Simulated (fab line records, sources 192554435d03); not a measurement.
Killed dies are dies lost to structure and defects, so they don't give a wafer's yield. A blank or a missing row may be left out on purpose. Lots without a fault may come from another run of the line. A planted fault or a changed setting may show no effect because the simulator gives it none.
Chamber matching | flow n5_finfet | N5_BEOL_M12_VIA_ETCH_16 on rie_diel-06: 4 sister chambers
The step etches SiOC in C4F8/O2/Ar, target depth 724.8 nm. 8 wafers are shown with their chamber, then 12 later ones without.

WAFERS WITH THEIR CHAMBER
wafer  | chamber | showerhead_plenum_p_Torr (Torr) | throttle_valve_pct (%)
L080.3 | 2       | 3.55                            | 24.11
L083.5 | 0       | 3.55                            | 24.55
L082.1 | 3       | 3.34                            | 24.36
L082.4 | 2       | 3.54                            | 24.14
L082.6 | 3       | 3.34                            | 24.35
L085.2 | 0       | 3.54                            | 24.53
L085.4 | 1       | 3.50                            | 24.06
L085.6 | 1       | 3.50                            | 24.05

WAFERS WITHOUT THEIR CHAMBER
wafer  | showerhead_plenum_p_Torr (Torr) | throttle_valve_pct (%)
L087.4 | 3.54                            | 24.52
L087.5 | 3.33                            | 24.35
L087.6 | 3.54                            | 24.18
L089.1 | 3.33                            | 24.37
L089.3 | 3.54                            | 24.56
L089.5 | 3.54                            | 24.17
L091.1 | 3.53                            | 24.17
L091.5 | 3.33                            | 24.38
L091.6 | 3.53                            | 24.16
L096.1 | 3.49                            | 23.74
L096.3 | 3.33                            | 24.37
L096.5 | 3.53                            | 24.17

WHICH CHAMBER EACH WENT THROUGH
wafer  | from the rows above | in truth
L087.4 | 0                   | 0
L087.5 | 3                   | 3
L087.6 | 2                   | 2
L089.1 | 3                   | 3
L089.3 | 0                   | 0
L089.5 | 2                   | 2
L091.1 | 2                   | 2
L091.5 | 3                   | 3
L091.6 | 2                   | 2
L096.1 | 1                   | 1
L096.3 | 3                   | 3
L096.5 | 2                   | 2
Placed correctly: 12 of 12. Can't be placed from these rows: 0. Placed wrongly: 0.
How it was worked out, from the rows above alone: a wafer's distance from a chamber is the root of the sum, over the readings, of the square of ((its reading less the chamber's mean) divided by the reading's scatter). The wafer belongs to the nearest chamber; if the next one is less than 2 further off, it can't be placed. A chamber's mean is the mean of its shown wafers. The scatter: the root of (the sum of the squares of (reading less its chamber's mean) over the shown wafers, divided by (wafers less chambers)).
